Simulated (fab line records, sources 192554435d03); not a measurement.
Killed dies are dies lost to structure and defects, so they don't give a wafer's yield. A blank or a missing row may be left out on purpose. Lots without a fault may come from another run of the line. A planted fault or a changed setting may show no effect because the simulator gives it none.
fab line records | flow n5_finfet
record lots=5 wafers=15 last_day=17
route steps=1938 shown BEOL_M0@731 BEOL_M1@751
lots that met no fault: from a run of the same line without faults
start_h: hours from the record's first day to the start of the lot's first wafer shown | wait_h: hours since the lot's step before | " the same as in the row above | L1.1+2: a row that stands for several wafers | - no value, or no start given | * or withheld: withheld | < > ~ a bound
route shown NAME@n: a module of which the file shows steps, and the number in the route of the first | usual: mean/standard deviation of fault-free wafers | same: alike in all rows | chamber/n: place in a boat | sites: the reading at each site | _std_site: their standard deviation | _edge_site: outer sites' mean less inner sites' | radius_mm: how far each site lies from the wafer's centre | mask NAME#n: copy n | behind: the tool/chamber that last shaped the wafer | hold: why the lot was held/for how many hours/how that ended | device: the transistor (n, p or np) that didn't switch | end of line: the same wafers' tests at the end of the route | a step without rows: its recipe alone | killed: dies lost to structure and defects at the first sort, not the wafer's yield | map: a wafer's dies, x killed, . not, _ none there
set.NAME: the setting as run; set.NAME@STEP: as run at that earlier step | model.NAME: the simulator's own value behind a step, which no gauge read
lots at some steps of the route; a table a step, a row a wafer
services: from which hour (start_h, from the record's first day; less than 0 if before it) a tool's chamber was out of use, for how many hours, and why
## steps
# step N5_BEOL_M0_ALD_136
# recipe material=TaN target_thk_a=* temp_c=275 ald_precursor_family=PDMAT ald_co_reactant=NH3 pressure_torr=3 carrier_flow_sccm=1500 pulse_time_s=2 purge_time_s=3 co_reactant_purge_time_s=2 co_reactant_pulse_time_s=3 ald_cycles=30 precursor_vessel_temp_c=75 precursor_vessel_pressure_torr=26.25 precursor_vessel_carrier_sccm=1000
# usual heater_power_w=413/32 precursor_vessel_carrier_sccm=1000/3 precursor_vessel_temp_c=75.02/0.12
# columns lot.wafer tool chamber start_h wait_h heater_power_w precursor_vessel_carrier_sccm precursor_vessel_temp_c since_wet_clean_h
L074.1 ald_metal-04 2 137.52 0.0 402 997 74.90 4416
L074.3 " 3 " " 444 1001 75.00 4416
L074.4 " 1 " " 379 1001 74.75 4416
L078.3 ald_metal-02 2 139.43 0.0 432 1003 74.88 1341
L078.4 " 0 " " 376 1001 75.02 1341
L078.5 " 2 " " 415 999 74.96 -
L088.1 ald_metal-02 2 205.29 0.1 412 1004 74.84 1407
L088.4 " 1 " " 427 1000 75.03 1407
L088.5 " 0 " " 373 1001 75.16 -
L090.4 ald_metal-02 1 215.35 0.0 420 1005 75.16 1417
L090.5 " 3 " " 388 998 75.09 -
L090.6 " 0 " " 367 999 74.99 -
L094.1 ald_metal-04 3 241.99 0.1 448 993 75.18 4520
L094.2 " 2 " " 404 1000 74.93 4520
L094.5 " 3 " " 435 994 75.16 -
# step N5_BEOL_M0_SURFACE_TREAT_137
# recipe gas=Ar time_s=* ion_energy_ev=* ion_current_ma_cm2=0.5 pressure_mtorr=* ar_flow_sccm=30
# usual throttle_valve_pct=*
# columns lot.wafer tool chamber start_h wait_h throttle_valve_pct
L074.1 pvd_sputter-02 - 137.75 0.1 *
L074.3 " - " " *
L074.4 " - " " *
L078.3 pvd_sputter-01 - 139.66 0.1 *
L078.4 " - " " *
L078.5 " - " " *
L088.1 pvd_sputter-01 - 205.51 0.1 *
L088.4 " - " " *
L088.5 " - " " *
L090.4 pvd_sputter-03 - 215.59 0.1 *
L090.5 " - " " *
L090.6 " - " " *
L094.1 pvd_sputter-01 - 242.43 0.3 *
L094.2 " - " " *
L094.5 " - " " *
# step N5_BEOL_M0_CVD_115
# recipe material=Co target_thk_a=* temp_c=withheld precursor=CCTBA/H2 pressure_torr=30 time_s=120
# columns lot.wafer tool chamber start_h wait_h since_wet_clean_h
L074.1 cvd_co-01 2 137.81 0.0 220
L074.3 " 0 " " 679
L074.4 " 2 " " -
L078.3 cvd_co-01 2 139.72 0.0 222
L078.4 " 0 " " -
L078.5 " 1 " " -
L088.1 cvd_co-02 2 205.58 0.0 506
L088.4 " 2 " " -
L088.5 " 1 " " -
L090.4 cvd_co-01 1 215.70 0.1 -
L090.5 " 0 " " -
L090.6 " 2 " " -
L094.1 cvd_co-01 2 242.50 0.0 325
L094.2 " 1 " " 1221
L094.5 " 2 " " -
# step N5_BEOL_M0_SPUTTER_116
# recipe material=Cu target_thk_a=40 temp_c=-20 chamber_pressure_pa=0.07 power_w=withheld time_s=7.37
# usual throttle_valve_pct=29.8/0.91
# columns lot.wafer tool chamber start_h wait_h throttle_valve_pct
L074.1 pvd_sputter-02 - 137.91 0.1 29.4
L074.3 " - " " 29.8
L074.4 " - " " 28.7
L078.3 pvd_sputter-03 - 139.88 0.1 31.1
L078.4 " - " " 30.9
L078.5 " - " " 30.9
L088.1 pvd_sputter-01 - 205.74 0.1 29.6
L088.4 " - " " 28.2
L088.5 " - " " 29.3
L090.4 pvd_sputter-01 - 215.78 0.0 29.4
L090.5 " - " " 29.5
L090.6 " - " " 29.6
L094.1 pvd_sputter-02 - 242.65 0.1 28.6
L094.2 " - " " 29.8
L094.5 " - " " 28.8
# step N5_BEOL_M0_ANNEAL_117
# recipe temp_c=400 time_s=60 ambient=vacuum
# usual heater_power_w=826/60
# columns lot.wafer tool chamber start_h wait_h heater_power_w
L074.1 pvd_sputter-02 - 137.99 0.0 817
L074.3 " - " " 831
L074.4 " - " " 854
L078.3 pvd_sputter-03 - 139.96 0.0 746
L078.4 " - " " 931
L078.5 " - " " 919
L088.1 pvd_sputter-01 - 205.82 0.0 790
L088.4 " - " " 864
L088.5 " - " " 781
L090.4 pvd_sputter-01 - 215.86 0.0 782
L090.5 " - " " 800
L090.6 " - " " 768
L094.1 pvd_sputter-02 - 242.73 0.0 867
L094.2 " - " " 819
L094.5 " - " " 855
# step N5_BEOL_M0_SPUTTER_132
# recipe material=Cu target_thk_a=40 temp_c=-20 chamber_pressure_pa=0.07 power_w=withheld time_s=7.37
# usual throttle_valve_pct=29.8/0.9
# columns lot.wafer tool chamber start_h wait_h throttle_valve_pct
L074.1 pvd_sputter-02 - 138.03 0.0 29.7
L074.3 " - " " 29.7
L074.4 " - " " 29.1
L078.3 pvd_sputter-03 - 140.00 0.0 31.0
L078.4 " - " " 31.2
L078.5 " - " " 31.1
L088.1 pvd_sputter-01 - 205.86 0.0 29.6
L088.4 " - " " 28.4
L088.5 " - " " 29.5
L090.4 pvd_sputter-01 - 215.90 0.0 29.6
L090.5 " - " " 29.4
L090.6 " - " " 29.4
L094.1 pvd_sputter-02 - 242.77 0.0 29.0
L094.2 " - " " 29.3
L094.5 " - " " 28.9
# step N5_BEOL_M0_ANNEAL_133
# recipe temp_c=400 time_s=60 ambient=vacuum
# usual heater_power_w=827/61
# columns lot.wafer tool chamber start_h wait_h heater_power_w
L074.1 pvd_sputter-02 - 138.11 0.0 798
L074.3 " - " " 843
L074.4 " - " " 868
L078.3 pvd_sputter-03 - 140.08 0.0 756
L078.4 " - " " 969
L078.5 " - " " 936
L088.1 pvd_sputter-01 - 205.94 0.0 778
L088.4 " - " " 861
L088.5 " - " " 788
L090.4 pvd_sputter-01 - 215.98 0.0 798
L090.5 " - " " 812
L090.6 " - " " 759
L094.1 pvd_sputter-02 - 242.85 0.0 853
L094.2 " - " " 809
L094.5 " - " " 832
# step N5_BEOL_M0_SPUTTER_134
# recipe material=Cu target_thk_a=40 temp_c=-20 chamber_pressure_pa=0.07 power_w=withheld time_s=7.37
# usual throttle_valve_pct=29.8/0.92
# columns lot.wafer tool chamber start_h wait_h throttle_valve_pct
L074.1 pvd_sputter-02 - 138.15 0.0 29.5
L074.3 " - " " 29.4
L074.4 " - " " 28.9
L078.3 pvd_sputter-03 - 140.12 0.0 31.0
L078.4 " - " " 30.9
L078.5 " - " " 31.2
L088.1 pvd_sputter-01 - 205.98 0.0 29.4
L088.4 " - " " 27.9
L088.5 " - " " 29.5
L090.4 pvd_sputter-01 - 216.02 0.0 29.7
L090.5 " - " " 29.3
L090.6 " - " " 29.2
L094.1 pvd_sputter-02 - 242.89 0.0 28.9
L094.2 " - " " 29.8
L094.5 " - " " 28.8
# step N5_BEOL_M0_ANNEAL_135
# recipe temp_c=400 time_s=60 ambient=vacuum
# usual heater_power_w=828/59
# columns lot.wafer tool chamber start_h wait_h heater_power_w
L074.1 pvd_sputter-02 - 138.23 0.0 827
L074.3 " - " " 828
L074.4 " - " " 852
L078.3 pvd_sputter-03 - 140.20 0.0 745
L078.4 " - " " 924
L078.5 " - " " 947
L088.1 pvd_sputter-01 - 206.06 0.0 777
L088.4 " - " " 888
L088.5 " - " " 750
L090.4 pvd_sputter-01 - 216.10 0.0 803
L090.5 " - " " 811
L090.6 " - " " 800
L094.1 pvd_sputter-02 - 242.97 0.0 844
L094.2 " - " " 838
L094.5 " - " " 865
# step N5_BEOL_M0_SPUTTER_141
# recipe material=Cu target_thk_a=40 temp_c=-20 chamber_pressure_pa=0.07 power_w=withheld time_s=7.37
# usual throttle_valve_pct=29.8/0.9
# columns lot.wafer tool chamber start_h wait_h throttle_valve_pct
L074.1 pvd_sputter-02 - 138.27 0.0 29.5
L074.3 " - " " 29.7
L074.4 " - " " 29.0
L078.3 pvd_sputter-03 - 140.24 0.0 30.9
L078.4 " - " " 31.0
L078.5 " - " " 30.6
L088.1 pvd_sputter-01 - 206.10 0.0 29.5
L088.4 " - " " 28.3
L088.5 " - " " 29.8
L090.4 pvd_sputter-01 - 216.14 0.0 29.3
L090.5 " - " " 29.4
L090.6 " - " " 29.6
L094.1 pvd_sputter-02 - 243.01 0.0 28.9
L094.2 " - " " 29.9
L094.5 " - " " 28.9
# step N5_BEOL_M0_ECD_118
# recipe material=Cu target_thk_a=3000
# columns lot.wafer tool chamber start_h wait_h
L074.1+3+4 ecd_cu-02 1,0,1 138.39 0.1
L078.3+4+5 ecd_cu-01 0,1,0 140.38 0.1
L088.1+4+5 ecd_cu-02 0,1,0 206.22 0.1
L090.4+5+6 ecd_cu-01 1,1,0 216.27 0.1
L094.1+2+5 ecd_cu-01 1,0,1 243.13 0.1
# step N5_BEOL_M0_ANNEAL_119
# recipe temp_c=225 time_s=90 ambient=N2
# usual wafer_temp_C_max=226.5/0.61
# columns lot.wafer tool chamber start_h wait_h wafer_temp_C_max
L074.1 rtp_anneal-02 0 138.79 0.4 226.6
L074.3 " 0 " " 227.4
L074.4 " 0 " " 227.5
L078.3 rtp_anneal-02 0 140.87 0.5 226.7
L078.4 " 0 " " 226.9
L078.5 " 0 " " 227.2
L088.1 rtp_anneal-01 0 206.30 0.1 225.7
L088.4 " 0 " " 226.0
L088.5 " 0 " " 225.6
L090.4 rtp_anneal-01 0 216.47 0.2 226.2
L090.5 " 0 " " 225.8
L090.6 " 0 " " 226.0
L094.1 rtp_anneal-02 0 243.21 0.1 227.4
L094.2 " 0 " " 227.0
L094.5 " 0 " " 227.1
# step N5_BEOL_M0_CMP_120
# recipe stop_on=SiOC t_overpolish_s=6.9 down_force_psi=1 platen_rpm=50 clearing_platen_down_force_psi=1.5 clearing_platen_rpm=50 post_cmp_clean=cu_alkaline clearing_platen_pad_velocity_m_s=0.99484 pad_velocity_m_s=0.99484
# usual barrier_field_endpoint_s=3.66/0.11 motor_current_A=5.9/0.64 overpolish_run_s=6.900/0.0092 slurry_flow_ml_min=150.0/0.48 time_to_endpoint_s=62/3.3
# columns lot.wafer tool chamber start_h wait_h barrier_field_endpoint_s motor_current_A overpolish_run_s slurry_flow_ml_min time_to_endpoint_s
L074.4 cmp-02 1 139.13 0.2 3.84 5.3 6.910 149.5 64
L074.1 " 2 " " 3.91 5.2 6.911 149.7 66
L074.3 " 3 " " 3.85 5.6 6.903 150.6 64
L078.3 cmp-03 3 141.11 0.2 3.67 7.1 6.897 150.0 63
L078.4 " 0 " " 3.75 5.9 6.903 150.1 58
L078.5 " 2 " " 3.65 6.1 6.917 150.5 58
L088.4 cmp-02 2 206.61 0.1 3.84 5.7 6.910 149.6 66
L088.1 " 0 " " 3.58 5.5 6.897 149.3 60
L088.5 " 2 " " 3.59 5.4 6.893 150.2 66
L090.4 cmp-04 2 216.63 0.1 3.72 6.5 6.903 150.6 62
L090.5 " 2 " " 3.75 6.5 6.894 150.7 60
L090.6 " 3 " " 3.68 6.7 6.872 150.4 63
L094.1 cmp-02 3 243.55 0.3 3.72 5.7 6.892 149.6 65
L094.2 " 1 " " 3.61 5.0 6.913 150.6 62
L094.5 " 2 " " 3.65 5.6 6.900 149.8 67
# step N5_BEOL_M0_PRE_CLEAN_131
# recipe gas=NH3/H2 time_s=15 temp_c=* rf_power_w=300
# usual heater_power_w=85/13
# columns lot.wafer tool chamber start_h wait_h heater_power_w since_wet_clean_h
L074.1 cvd_co-02 2 139.43 0.0 102 440
L074.3 " 0 " " 92 899
L074.4 " 0 " " 93 -
L078.3 cvd_co-02 1 141.41 0.0 67 5
L078.4 " 1 " " 66 -
L078.5 " 2 " " 105 -
L088.1 cvd_co-02 1 207.01 0.1 66 70
L088.4 " 0 " " 93 -
L088.5 " 1 " " 67 -
L090.4 cvd_co-01 0 217.24 0.1 81 -
L090.5 " 1 " " 97 -
L090.6 " 2 " " 72 -
L094.1 cvd_co-02 0 243.84 0.0 93 1004
L094.2 " 2 " " 103 545
L094.5 " 1 " " 67 -
# step N5_BEOL_M0_CO_CAP_123
# recipe material=Co target_thk_a=20 temp_c=200 precursor=CCTBA/H2 pressure_torr=30 time_s=102.1
# usual heater_power_w=235/18
# columns lot.wafer tool chamber start_h wait_h heater_power_w since_wet_clean_h
L074.1 cvd_co-02 2 139.47 0.0 261 440
L074.3 " 0 " " 237 899
L074.4 " 0 " " 245 -
L078.3 cvd_co-02 1 141.45 0.0 210 5
L078.4 " 1 " " 209 -
L078.5 " 2 " " 268 -
L088.1 cvd_co-02 1 207.05 0.0 216 70
L088.4 " 0 " " 242 -
L088.5 " 1 " " 220 -
L090.4 cvd_co-01 0 217.30 0.0 227 -
L090.5 " 1 " " 253 -
L090.6 " 2 " " 220 -
L094.1 cvd_co-02 0 243.88 0.0 248 1004
L094.2 " 2 " " 253 545
L094.5 " 1 " " 215 -
# step N5_BEOL_M0_PRE_CLEAN_124
# recipe gas=NH3 time_s=15 temp_c=withheld rf_power_w=300
# columns lot.wafer tool chamber start_h wait_h since_wet_clean_h
L074.1 pecvd-02 0 139.56 0.1 1206
L074.3 " 2 " " 452
L074.4 " 1 " " -
L078.3 pecvd-03 1 141.54 0.1 1389
L078.4 " 0 " " -
L078.5 " 2 " " -
L088.1 pecvd-01 0 207.14 0.1 1092
L088.4 " 2 " " -
L088.5 " 0 " " -
L090.4 pecvd-02 2 217.36 0.0 -
L090.5 " 0 " " -
L090.6 " 1 " " -
L094.1 pecvd-03 1 243.97 0.1 1492
L094.2 " 0 " " 767
L094.5 " 0 " " -
# step N5_BEOL_M0_DEP_125
# recipe material=SiCN target_thk_a=80 temp_c=withheld precursor=3MS/NH3 pressure_torr=3 rf_w=202 time_s=14
# usual showerhead_plenum_p_Torr=3.663/0.0097 throttle_valve_pct=9.3/0.47
# columns lot.wafer tool chamber start_h wait_h showerhead_plenum_p_Torr since_wet_clean_h throttle_valve_pct
L074.1 pecvd-02 0 139.59 0.0 3.664 1206 9.7
L074.3 " 2 " " 3.665 452 9.0
L074.4 " 1 " " 3.657 - 8.7
L078.3 pecvd-03 1 141.56 0.0 3.669 1389 9.4
L078.4 " 0 " " 3.670 - 8.8
L078.5 " 2 " " 3.666 - 9.3
L088.1 pecvd-01 0 207.17 0.0 3.673 1092 9.0
L088.4 " 2 " " 3.645 - 8.6
L088.5 " 0 " " 3.657 - 9.1
L090.4 pecvd-02 2 217.39 0.0 3.658 - 9.1
L090.5 " 0 " " 3.665 - 9.7
L090.6 " 1 " " 3.646 - 9.0
L094.1 pecvd-03 1 244.01 0.0 3.658 1492 9.6
L094.2 " 0 " " 3.672 767 9.0
L094.5 " 0 " " 3.667 - 9.1
# step N5_BEOL_M0_RS_MEAS_126
# recipe thk_meas_gauge=four-point-probe reads=Co_of_BEOL_M0_CO_CAP_123+Cu_of_BEOL_M0_ECD_118+Co_of_BEOL_M0_CVD_115+TaN_of_BEOL_M0_ALD_136
# usual M0_RS=0.533/0.019
# columns lot.wafer tool chamber start_h wait_h M0_RS[ohm/sq]
L074.1 film_metro-01 - 139.65 0.0 0.524
L074.3 " - " " 0.518
L074.4 " - " " 0.518
L078.3 film_metro-02 - 141.63 0.1 0.530
L078.4 " - " " 0.513
L078.5 " - " " 0.512
L088.1 film_metro-02 - 207.24 0.0 0.543
L088.4 " - " " 0.492
L088.5 " - " " 0.510
L090.4 film_metro-01 - 217.45 0.0 0.528
L090.5 " - " " 0.550
L090.6 " - " " 0.539
L094.1 film_metro-02 - 244.09 0.1 0.536
L094.2 " - " " 0.554
L094.5 " - " " 0.525
# step N5_BEOL_M0_INSPECT_127
# recipe inspect_instrument=darkfield mode=post_dep
# usual raw_defect_count=73/27
# columns lot.wafer tool chamber start_h wait_h raw_defect_count
L074.1 defect_inspect-02 - 139.68 0.0 120
L074.3 " - " " 70
L074.4 " - " " 91
L078.3 defect_inspect-02 - 141.66 0.0 78
L078.4 " - " " 180
L078.5 " - " " 100
L088.1 defect_inspect-02 - 207.26 0.0 59
L088.4 " - " " 55
L088.5 " - " " 32
L090.4 defect_inspect-01 - 217.47 0.0 51
L090.5 " - " " 65
L090.6 " - " " 38
L094.1 defect_inspect-01 - 244.13 0.0 85
L094.2 " - " " 78
L094.5 " - " " 91
# step N5_BEOL_M1_ILD_DEP_00
# recipe material=SiOC target_thk_a=790 temp_c=350 precursor=DEMS/O2 pressure_torr=5 rf_w=500 time_s=15.3
# usual heater_power_w=444/43 showerhead_plenum_p_Torr=5.690/0.011 throttle_valve_pct=12.1/0.7
# columns lot.wafer tool chamber start_h wait_h heater_power_w showerhead_plenum_p_Torr since_wet_clean_h throttle_valve_pct
L074.1 pecvd-04 1 139.72 0.0 464 5.677 1569 11.4
L074.3 " 0 " " 530 5.712 - 11.6
L074.4 " 1 " " 473 5.685 - 11.6
L078.3 pecvd-02 0 141.69 0.0 404 5.690 1208 13.0
L078.4 " 1 " " 517 5.685 - 11.5
L078.5 " 0 " " 424 5.697 - 13.0
L088.1 pecvd-04 0 207.30 0.0 453 5.705 911 11.8
L088.4 " 0 " " 472 5.699 - 11.7
L088.5 " 0 " " 468 5.698 - 11.7
L090.4 pecvd-02 2 217.52 0.1 499 5.686 - 11.9
L090.5 " 0 " " 363 5.703 - 12.8
L090.6 " 1 " " 484 5.677 - 11.6
L094.1 pecvd-01 0 244.16 0.0 398 5.703 1129 11.9
L094.2 " 2 " " 450 5.675 375 11.6
L094.5 " 1 " " 435 5.685 - 13.2
# step N5_BEOL_M1_THK_MEAS_01
# recipe reads=SiOC_of_BEOL_M1_ILD_DEP_00
# usual M1_ILD_THK=79.2/1.1
# columns lot.wafer tool chamber start_h wait_h M1_ILD_THK[nm]
L074.1 film_metro-02 - 139.80 0.1 78.3
L074.3 " - " " 78.7
L074.4 " - " " 78.9
L078.3 film_metro-01 - 141.76 0.1 79.1
L078.4 " - " " 78.9
L078.5 " - " " 80.6
L088.1 film_metro-02 - 207.38 0.1 77.8
L088.4 " - " " 79.4
L088.5 " - " " 79.1
L090.4 film_metro-01 - 217.58 0.0 79.0
L090.5 " - " " 80.4
L090.6 " - " " 78.5
L094.1 film_metro-02 - 244.23 0.0 78.1
L094.2 " - " " 79.3
L094.5 " - " " 79.3
# step N5_BEOL_M1_PECVD_72
# recipe material=SiO2 target_thk_a=160 temp_c=400 precursor=TEOS/O2 pressure_torr=5.5 rf_w=450 teos_flow_sccm=53.8 gas=O2 flow_sccm=3000 time_s=18
# usual heater_power_w=667/70 showerhead_plenum_p_Torr=8.77/0.047 throttle_valve_pct=22.6/1.2
# columns lot.wafer tool chamber start_h wait_h heater_power_w showerhead_plenum_p_Torr since_wet_clean_h throttle_valve_pct
L074.1 pecvd-02 0 139.84 0.0 591 8.83 1206 24.1
L074.3 " 2 " " 651 8.73 452 22.4
L074.4 " 2 " " 656 8.74 - 22.5
L078.3 pecvd-02 0 141.80 0.0 529 8.82 1208 24.3
L078.4 " 2 " " 721 8.74 - 22.4
L078.5 " 1 " " 699 8.73 - 21.9
L088.1 pecvd-01 2 207.42 0.0 638 8.72 339 21.6
L088.4 " 1 " " 657 8.79 - 25.3
L088.5 " 0 " " 642 8.81 - 22.4
L090.4 pecvd-02 2 217.63 0.1 663 8.74 - 22.8
L090.5 " 0 " " 603 8.85 - 23.9
L090.6 " 1 " " 693 8.71 - 22.1
L094.1 pecvd-02 1 244.27 0.0 781 8.73 504 22.2
L094.2 " 2 " " 771 8.73 557 22.8
L094.5 " 2 " " 749 8.74 - 22.6
# step N5_BEOL_M1_HM_DEP_02
# recipe material=TiN target_thk_a=200 temp_c=25 chamber_pressure_pa=0.49996
# usual throttle_valve_pct=29.8/0.79
# columns lot.wafer tool chamber start_h wait_h throttle_valve_pct
L074.1 pvd_sputter-01 - 140.44 0.6 29.7
L074.3 " - " " 28.1
L074.4 " - " " 29.6
L078.3 pvd_sputter-02 - 141.86 0.0 29.0
L078.4 " - " " 29.4
L078.5 " - " " 29.3
L088.1 pvd_sputter-02 - 207.68 0.2 29.6
L088.4 " - " " 30.5
L088.5 " - " " 29.2
L090.4 pvd_sputter-01 - 218.92 1.3 29.6
L090.5 " - " " 28.3
L090.6 " - " " 30.2
L094.1 pvd_sputter-02 - 246.43 2.1 29.5
L094.2 " - " " 29.8
L094.5 " - " " 29.7
# step N5_BEOL_M1_COAT_61
# recipe resist=SOC temp_c=250 time_s=60 spin_rpm=1500 resist_thk_nm=60
# columns lot.wafer tool chamber start_h wait_h
L074.1+3+4 litho_track-03 0 140.57 0.1
L078.3+4+5 litho_track-01 0 141.98 0.1
L088.1+4+5 litho_track-04 0 207.81 0.1
L090.4+5+6 litho_track-04 0 219.04 0.1
L094.1+2+5 litho_track-04 0 246.57 0.1
# step N5_BEOL_M1_COAT_62
# recipe resist=SiARC temp_c=220 time_s=60 spin_rpm=1500 resist_thk_nm=12
# columns lot.wafer tool chamber start_h wait_h
L074.1+3+4 litho_track-03 0 - -
L078.3+4+5 litho_track-01 0 - -
L088.1+4+5 litho_track-04 0 - -
L090.4+5+6 litho_track-04 0 - -
L094.1+2+5 litho_track-04 0 - -
# step N5_BEOL_M1_COAT_73
# recipe resist=underlayer temp_c=205 time_s=60 spin_rpm=1500 resist_thk_nm=5
# columns lot.wafer tool chamber start_h wait_h
L074.1+3+4 litho_track-03 0 - -
L078.3+4+5 litho_track-01 0 - -
L088.1+4+5 litho_track-04 0 - -
L090.4+5+6 litho_track-04 0 - -
L094.1+2+5 litho_track-04 0 - -
# step N5_BEOL_M1_COAT_05
# recipe resist=CAR-EUV spin_rpm=1500 resist_thk_nm=30
# columns lot.wafer tool chamber start_h wait_h
L074.1+3+4 litho_track-03 0 - -
L078.3+4+5 litho_track-01 0 - -
L088.1+4+5 litho_track-04 0 - -
L090.4+5+6 litho_track-04 0 - -
L094.1+2+5 litho_track-04 0 - -
# step N5_BEOL_M1_EBR_07
# recipe solvent=PGMEA ebr_width_mm=1.5
# columns lot.wafer tool chamber start_h wait_h
L074.1+3+4 litho_track-03 0 - -
L078.3+4+5 litho_track-01 0 - -
L088.1+4+5 litho_track-04 0 - -
L090.4+5+6 litho_track-04 0 - -
L094.1+2+5 litho_track-04 0 - -
# step N5_BEOL_M1_SOFTBAKE_06
# recipe temp_c=110 time_s=60 resist=CAR-EUV
# columns lot.wafer tool chamber start_h wait_h
L074.1+3+4 litho_track-03 0 - -
L078.3+4+5 litho_track-01 0 - -
L088.1+4+5 litho_track-04 0 - -
L090.4+5+6 litho_track-04 0 - -
L094.1+2+5 litho_track-04 0 - -
# step N5_BEOL_M1_EXPOSE_08
# recipe mask_id=M1 na=0.33 source_shape=dipole sigma_inner=0.369 sigma_outer=0.767 polarization=unpolarized dose_mj=33
# usual reticle_temp_C=23.01/0.11 stage_msd_nm=0.88/0.058
# columns lot.wafer tool chamber start_h wait_h mask reticle_temp_C stage_msd_nm
L074.1 euv_scanner-02 0 140.83 - M1#0 22.89 0.83
L074.3 " 0 " " M1#0 23.11 0.83
L074.4 " 0 " " M1#0 23.04 0.83
L078.3 euv_scanner-01 0 142.23 - M1#0 23.16 0.94
L078.4 " 0 " " M1#0 23.08 0.94
L078.5 " 0 " " M1#0 23.11 0.94
L088.1 euv_scanner-02 0 207.94 - M1#0 23.05 0.83
L088.4 " 0 " " M1#0 22.94 0.83
L088.5 " 0 " " M1#0 22.79 0.83
L090.4 euv_scanner-02 0 219.20 - M1#0 23.06 0.82
L090.5 " 0 " " M1#0 23.03 0.83
L090.6 " 0 " " M1#0 23.07 0.83
L094.1 euv_scanner-01 0 246.70 - M1#0 23.08 0.94
L094.2 " 0 " " M1#0 23.14 0.94
L094.5 " 0 " " M1#0 23.07 0.94
# step N5_BEOL_M1_PEB_09
# recipe peb_temp_c=100 peb_time_s=60 resist=CAR-EUV
# columns lot.wafer tool chamber start_h wait_h
L074.1+3+4 litho_track-01 0 140.89 0.1
L078.3+4+5 litho_track-01 0 142.28 0.0
L088.1+4+5 litho_track-01 0 208.00 0.1
L090.4+5+6 litho_track-03 0 219.24 0.0
L094.1+2+5 litho_track-03 0 246.76 0.1
# step N5_BEOL_M1_DEVELOP_10
# recipe develop_time_s=30 developer=TMAH resist=CAR-EUV rinse_liquid=surfactant_rinse dry=air_spin dev_temp_c=23
# columns lot.wafer tool chamber start_h wait_h
L074.1+3+4 litho_track-01 0 - -
L078.3+4+5 litho_track-01 0 - -
L088.1+4+5 litho_track-01 0 - -
L090.4+5+6 litho_track-03 0 - -
L094.1+2+5 litho_track-03 0 - -
# step N5_BEOL_M1_CD_MEAS_11
# recipe target_cd_nm=17.05 landing_energy_ev=500 detector=se_inlens polarity=opening
# usual cd_nm=17.07/0.27
# columns lot.wafer tool chamber start_h wait_h cd_nm
L074.1 cd_sem-01 0 140.96 - 16.75
L074.3 " 0 " " 16.66
L074.4 " 0 " " 16.45
L078.3 cd_sem-01 0 142.35 - 16.66
L078.4 " 0 " " 17.32
L078.5 " 0 " " 17.14
L088.1 cd_sem-01 0 208.07 - 17.07
L088.4 " 0 " " 17.09
L088.5 " 0 " " 16.70
L090.4 cd_sem-02 0 219.31 - 17.08
L090.5 " 0 " " 16.81
L090.6 " 0 " " 17.08
L094.1 cd_sem-03 0 246.83 - 16.99
L094.2 " 0 " " 17.06
L094.5 " 0 " " 17.37
# step N5_BEOL_M1_OVL_MEAS_12
# recipe points_per_wafer=522
# usual M1_OVL=0.4/0.7
# columns lot.wafer tool chamber start_h wait_h M1_OVL[nm]
L074.1 overlay-02 0 140.99 0.0 1.2
L074.3 " 0 " " 0.7
L074.4 " 0 " " 1.3
L078.3 overlay-02 0 142.39 0.0 1.3
L078.4 " 0 " " 2.0
L078.5 " 0 " " 1.5
L088.1 overlay-02 0 208.10 0.0 0.4
L088.4 " 0 " " 0.8
L088.5 " 0 " " 1.4
L090.4 overlay-02 0 219.35 0.0 0.2
L090.5 " 0 " " -0.1
L090.6 " 0 " " 0.9
L094.1 overlay-01 0 246.86 0.0 0.8
L094.2 " 0 " " 1.3
L094.5 " 0 " " 1.1
# step N5_BEOL_M1_INSPECT_13
# recipe mode=adi inspect_instrument=brightfield
# usual raw_defect_count=427/89
# columns lot.wafer tool chamber start_h wait_h raw_defect_count
L074.1 defect_inspect-01 - 141.05 0.1 395
L074.3 " - " " 400
L074.4 " - " " 444
L078.3 defect_inspect-01 - 142.43 0.0 676
L078.4 " - " " 667
L078.5 " - " " 549
L088.1 defect_inspect-02 - 208.16 0.1 349
L088.4 " - " " 365
L088.5 " - " " 404
L090.4 defect_inspect-02 - 219.40 0.0 487
L090.5 " - " " 494
L090.6 " - " " 396
L094.1 defect_inspect-01 - 246.92 0.1 481
L094.2 " - " " 476
L094.5 " - " " 550
## services
# columns tool chamber start_h hours kind
pvd_sputter-02 - 115.23 1.6 repair
euv_scanner-01 - 117.03 4.6 pm
ald_metal-04 - 121.19 1.0 repair
cvd_co-02 - 126.75 1.3 repair
euv_scanner-01 - 129.60 1.0 pm
euv_scanner-02 - 140.89 4.6 pm
euv_scanner-02 - 152.33 1.0 pm
pvd_sputter-01 - 156.15 13.6 repair
ecd_cu-02 - 156.41 6.6 pm
cmp-02 - 158.53 3.9 repair
ecd_cu-02 - 165.06 0.8 repair
cvd_co-01 1 188.51 12.3 repair
cvd_co-02 - 190.66 2.2 repair
pecvd-03 0 191.30 24.5 repair
pecvd-02 - 192.70 1.1 repair
cvd_co-01 - 201.68 5.6 repair
pecvd-03 - 203.51 6.0 pm
euv_scanner-02 - 208.48 1.0 pm
pecvd-01 0 214.42 5.7 repair
ecd_cu-01 - 222.43 4.0 repair
pecvd-02 0 223.39 11.9 repair
pecvd-03 - 225.10 5.1 repair
cmp-02 - 245.11 0.5 repair
pecvd-02 - 246.63 2.5 repair
## key
fault none
